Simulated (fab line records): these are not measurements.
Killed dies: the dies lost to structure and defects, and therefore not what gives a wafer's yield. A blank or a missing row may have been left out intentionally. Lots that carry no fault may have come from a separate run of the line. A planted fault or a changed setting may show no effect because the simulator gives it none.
fab line records ; flow nandHarc ; part 2 of 2: steps 34 to 49 of 49
[record] lots = 5; wafers = 15; lastDay = 29
route steps=1302 shown P_ZERO_WELL@37 P_STI@69
lots untouched by any fault: they come from a run of this same line in which no faults occurred
startH: hours from the record's opening day to when the first of the lot's shown wafers began ; waitH: how many hours have passed since the lot's step before this one ; " identical to the entry in the row above ; L1.1+2: a row that stands for several wafers ; - no value, or no start was given ; * or withheld: withheld ; < > ~ a bound
route shown NAME@n: NAME is a module with steps in the file, n the number in the route of the first one ; usual: mean and standard deviation over wafers with no fault ; same: alike in all rows ; chamber/n: place in a boat ; sites: readings site by site ; _std_site: their standard deviation ; _edge_site: mean of outer sites minus mean of inner sites ; radiusMm: how far each site lies from the wafer's centre ; mask NAME#n: copy n ; behind: the tool/chamber that last shaped the wafer ; hold: cause of the lot's hold/its duration in hours/its outcome ; device: names the non-switching transistor (n, p or np) ; end of line: tests run on the same wafers once the route is complete ; where a step has no rows: the recipe by itself ; killed: dies lost to structure and defects at the first sort, not the wafer's yield ; map: a wafer's dies, marking killed ones x, the rest . and places with no die _
set.NAME: the run value of the setting; set.NAME@STEP: its run value at that earlier step ; model.NAME: the simulator's own value behind a step, which no gauge read
lots at some steps of the route; a table a step, a row a wafer
services: when a tool's chamber went out of use (startH, in hours from the record's first day, below 0 if earlier), for how many hours, and the reason
[[steps]]
[step NHARC_P_STI_PRECLEAN_27]
[recipe] timeS = *; tempC = 50; bathAgeMin = 0; chemistry = SC1
[usual] nh4ohFlowMLMin = 28.31/0.09
[same] bathAgeMin = 0
lot.wafer;tool;chamber;startH;waitH;nh4ohFlowMLMin
L077.6;wetBench-03;0;57.63;0.0;28.29
L077.5;wetBench-03;1;57.63;0.0;28.06
L077.4;wetBench-03;2;57.63;0.0;28.32
L078.5;wetBench-03;7;67.69;0.1;28.27
L078.4;wetBench-03;3;67.69;0.1;28.39
L078.3;wetBench-03;4;67.69;0.1;28.21
L081.4;wetBench-05;1;98.29;0.1;28.42
L081.6;wetBench-05;3;98.29;0.1;28.26
L081.2;wetBench-05;4;98.29;0.1;28.39
L083.6;wetBench-05;3;118.24;0.0;28.31
L083.5;wetBench-05;5;118.24;0.0;28.30
L083.3;wetBench-05;7;118.24;0.0;28.16
L086.6;wetBench-04;7;147.55;0.0;28.37
L086.4;wetBench-04;2;147.55;0.0;28.40
L086.3;wetBench-04;3;147.55;0.0;28.34
[step NHARC_P_STI_SRD_28]
lot.wafer;tool;chamber;startH;waitH
L077.6+5+4;wetBench-03;0,1,2;-;-
L078.5+4+3;wetBench-03;7,3,4;-;-
L081.4+6+2;wetBench-05;1,3,4;-;-
L083.6+5+3;wetBench-05;3,5,7;-;-
L086.6+4+3;wetBench-04;7,2,3;-;-
[step NHARC_P_STI_OXIDE_29]
[recipe] targetThkA = 100; tempC = 900; oxTimeS = 1362; material = SiO2
lot.wafer;tool;chamber;startH;waitH
L077.4+5+6;furnace-05;0;61.47;-
L078.3+4+5;furnace-05;0;72.51;-
L081.2+4+6;furnace-08;0;102.13;-
L083.3+5+6;furnace-03;0;124.44;-
L086.3+4+6;furnace-08;0;151.39;-
[step NHARC_P_STI_HM_DEP_30]
[recipe] targetThkA = 800; tempC = 790; pressureMtorr = 300; timeS = 873; material = Si3N4
[usual] pressureMtorr = 300.0/0.57
lot.wafer;tool;chamber;startH;waitH;pressureMtorr
L077.4;lpcvd-01;0;68.61;3.5;300.5
L077.5;lpcvd-01;0;68.61;3.5;300.2
L077.6;lpcvd-01;0;68.61;3.5;300.5
L078.3;lpcvd-02;1;79.63;3.5;300.0
L078.4;lpcvd-02;1;79.63;3.5;300.3
L078.5;lpcvd-02;1;79.63;3.5;300.0
L081.2;lpcvd-02;0;109.55;3.8;300.0
L081.4;lpcvd-02;0;109.55;3.8;299.3
L081.6;lpcvd-02;0;109.55;3.8;299.4
L083.3;lpcvd-02;1;131.67;3.5;299.9
L083.5;lpcvd-02;1;131.67;3.5;299.9
L083.6;lpcvd-02;1;131.67;3.5;299.4
L086.3;lpcvd-01;1;161.07;6.0;300.1
L086.4;lpcvd-01;1;161.07;6.0;299.9
L086.6;lpcvd-01;1;161.07;6.0;299.8
[step NHARC_P_STI_DEHYDRATE_01]
[recipe] tempC = 150; timeS = 120
lot.wafer;tool;chamber;startH;waitH
L077.4+5+6;lithoTrack-03;0;72.26;0.4
L078.3+4+5;lithoTrack-02;0;83.28;0.4
L081.2+4+6;lithoTrack-05;0;113.18;0.4
L083.3+5+6;lithoTrack-03;0;136.98;0.4
L086.3+4+6;lithoTrack-02;0;164.74;0.4
[step NHARC_P_STI_HMDS_02]
[recipe] timeS = 30
lot.wafer;tool;chamber;startH;waitH
L077.4+5+6;lithoTrack-03;0;-;-
L078.3+4+5;lithoTrack-02;0;-;-
L081.2+4+6;lithoTrack-05;0;-;-
L083.3+5+6;lithoTrack-03;0;-;-
L086.3+4+6;lithoTrack-02;0;-;-
[step NHARC_P_STI_COAT_41]
[recipe] tempC = 200; timeS = 65
lot.wafer;tool;chamber;startH;waitH
L077.4+5+6;lithoTrack-03;0;-;-
L078.3+4+5;lithoTrack-02;0;-;-
L081.2+4+6;lithoTrack-05;0;-;-
L083.3+5+6;lithoTrack-03;0;-;-
L086.3+4+6;lithoTrack-02;0;-;-
[step NHARC_P_STI_COAT_03]
[recipe] spinRpm = 2000; resistThkNm = 600
lot.wafer;tool;chamber;startH;waitH
L077.4+5+6;lithoTrack-03;0;-;-
L078.3+4+5;lithoTrack-02;0;-;-
L081.2+4+6;lithoTrack-05;0;-;-
L083.3+5+6;lithoTrack-03;0;-;-
L086.3+4+6;lithoTrack-02;0;-;-
[step NHARC_P_STI_SOFTBAKE_04]
[recipe] tempC = 125; timeS = 70
lot.wafer;tool;chamber;startH;waitH
L077.4+5+6;lithoTrack-03;0;-;-
L078.3+4+5;lithoTrack-02;0;-;-
L081.2+4+6;lithoTrack-05;0;-;-
L083.3+5+6;lithoTrack-03;0;-;-
L086.3+4+6;lithoTrack-02;0;-;-
[step NHARC_P_STI_EBR_05]
lot.wafer;tool;chamber;startH;waitH
L077.4+5+6;lithoTrack-03;0;-;-
L078.3+4+5;lithoTrack-02;0;-;-
L081.2+4+6;lithoTrack-05;0;-;-
L083.3+5+6;lithoTrack-03;0;-;-
L086.3+4+6;lithoTrack-02;0;-;-
[step NHARC_P_STI_EXPOSE_06]
[recipe] na = 0.55; targetCdNm = 200; doseMj = 37.69; maskId = P_STI
[usual] focusOffsetNm = 0.1/0.55
lot.wafer;tool;chamber;startH;waitH;mask;focusOffsetNm
L077.4;krfScanner-01;0;72.57;-;P_STI#0;0.0
L077.5;krfScanner-01;0;72.57;-;P_STI#0;-0.6
L077.6;krfScanner-01;0;72.57;-;P_STI#0;0.2
L078.3;krfScanner-02;0;83.58;-;P_STI#0;0.5
L078.4;krfScanner-02;0;83.58;-;P_STI#0;0.2
L078.5;krfScanner-02;0;83.58;-;P_STI#0;0.8
L081.2;krfScanner-01;0;113.35;-;P_STI#0;-0.4
L081.4;krfScanner-01;0;113.35;-;P_STI#0;-0.8
L081.6;krfScanner-01;0;113.35;-;P_STI#0;-1.0
L083.3;krfScanner-03;0;137.16;-;P_STI#0;-0.6
L083.5;krfScanner-03;0;137.16;-;P_STI#0;-1.2
L083.6;krfScanner-03;0;137.16;-;P_STI#0;-0.3
L086.3;krfScanner-01;0;165.04;-;P_STI#0;0.0
L086.4;krfScanner-01;0;165.04;-;P_STI#0;0.2
L086.6;krfScanner-01;0;165.04;-;P_STI#0;-0.1
[step NHARC_P_STI_PEB_07]
[recipe] pebTempC = 128; pebTimeS = 80
lot.wafer;tool;chamber;startH;waitH
L077.4+5+6;lithoTrack-03;0;72.62;0.0
L078.3+4+5;lithoTrack-02;0;83.63;0.1
L081.2+4+6;lithoTrack-02;0;113.41;0.1
L083.3+5+6;lithoTrack-02;0;137.22;0.1
L086.3+4+6;lithoTrack-03;0;165.09;0.1
[step NHARC_P_STI_DEVELOP_08]
[recipe] timeS = 50; devTempC = 22
lot.wafer;tool;chamber;startH;waitH
L077.4+5+6;lithoTrack-03;0;-;-
L078.3+4+5;lithoTrack-02;0;-;-
L081.2+4+6;lithoTrack-02;0;-;-
L083.3+5+6;lithoTrack-02;0;-;-
L086.3+4+6;lithoTrack-03;0;-;-
[step NHARC_P_STI_CD_MEAS_09]
[recipe] targetCdNm = 200; landingEnergyEv = 500
[usual] cdNm = 198.0/1.9
lot.wafer;tool;chamber;startH;waitH;cdNm
L077.4;cdSem-02;0;72.71;-;198.5
L077.5;cdSem-02;0;72.71;-;198.6
L077.6;cdSem-02;0;72.71;-;198.5
L078.3;cdSem-01;0;83.72;-;197.6
L078.4;cdSem-01;0;83.72;-;199.2
L078.5;cdSem-01;0;83.72;-;198.6
L081.2;cdSem-03;0;113.49;-;197.7
L081.4;cdSem-03;0;113.49;-;197.8
L081.6;cdSem-03;0;113.49;-;198.8
L083.3;cdSem-02;0;137.30;-;196.7
L083.5;cdSem-02;0;137.30;-;194.7
L083.6;cdSem-02;0;137.30;-;197.0
L086.3;cdSem-02;0;165.18;-;197.4
L086.4;cdSem-02;0;165.18;-;198.6
L086.6;cdSem-02;0;165.18;-;200.8
[step NHARC_P_STI_OVL_MEAS_10]
[usual] overlayXNm = 1/6.3; overlayYNm = -5/6.5
lot.wafer;tool;chamber;startH;waitH;overlayXNm;overlayYNm
L077.4;overlay-01;-;72.79;-;-8;-5
L077.5;overlay-01;-;72.79;-;-8;-5
L077.6;overlay-01;-;72.79;-;-7;-5
L078.3;overlay-02;-;83.81;-;3;-4
L078.4;overlay-02;-;83.81;-;4;-5
L078.5;overlay-02;-;83.81;-;4;-5
L081.2;overlay-01;-;113.58;-;5;0
L081.4;overlay-01;-;113.58;-;5;0
L081.6;overlay-01;-;113.58;-;6;1
L083.3;overlay-01;-;137.39;-;2;-13
L083.5;overlay-01;-;137.39;-;1;-13
L083.6;overlay-01;-;137.39;-;1;-13
L086.3;overlay-01;-;165.27;-;20;-7
L086.4;overlay-01;-;165.27;-;20;-7
L086.6;overlay-01;-;165.27;-;20;-7
[step NHARC_P_STI_INSPECT_11]
[usual] rawDefectCount = 5.3/2.6
lot.wafer;tool;chamber;startH;waitH;rawDefectCount
L077.4;defectInspect-01;-;72.83;0.0;4
L077.5;defectInspect-01;-;72.83;0.0;2
L077.6;defectInspect-01;-;72.83;0.0;7
L078.3;defectInspect-01;-;83.84;0.0;8
L078.4;defectInspect-01;-;83.84;0.0;4
L078.5;defectInspect-01;-;83.84;0.0;4
L081.2;defectInspect-01;-;113.62;0.0;12
L081.4;defectInspect-01;-;113.62;0.0;2
L081.6;defectInspect-01;-;113.62;0.0;11
L083.3;defectInspect-02;-;137.43;0.0;5
L083.5;defectInspect-02;-;137.43;0.0;4
L083.6;defectInspect-02;-;137.43;0.0;5
L086.3;defectInspect-01;-;165.30;0.0;3
L086.4;defectInspect-01;-;165.30;0.0;1
L086.6;defectInspect-01;-;165.30;0.0;2
[[services]]
tool;chamber;startH;hours;kind
implanter-01;-;30.08;3.8;repair
krfScanner-03;-;31.36;0.5;repair
wetBench-03;-;34.52;8.0;pm
krfScanner-03;-;38.46;1.8;repair
wetBench-01;-;42.05;1.2;repair
implanter-01;-;49.65;7.4;repair
krfScanner-03;-;52.00;4.0;pm
lithoTrack-02;-;52.00;7.0;pm
wetBench-02;-;56.19;1.2;repair
wetBench-02;-;68.00;8.0;pm
lithoTrack-07;-;76.00;7.0;pm
implanter-02;-;76.82;2.6;repair
wetBench-05;-;84.80;8.0;pm
lithoTrack-03;-;100.01;7.0;pm
wetBench-01;-;101.60;8.0;pm
krfScanner-02;-;101.96;4.0;pm
implanter-01;-;102.40;0.5;repair
rieDiel-03;-;105.37;9.0;pm
wetBench-02;-;115.97;1.5;repair
krfScanner-02;-;118.45;5.7;repair
lithoTrack-05;-;124.00;7.0;pm
implanter-02;-;146.29;13.0;pm
wetBench-01;-;162.16;2.3;repair
rieDiel-03;2;162.43;8.3;repair
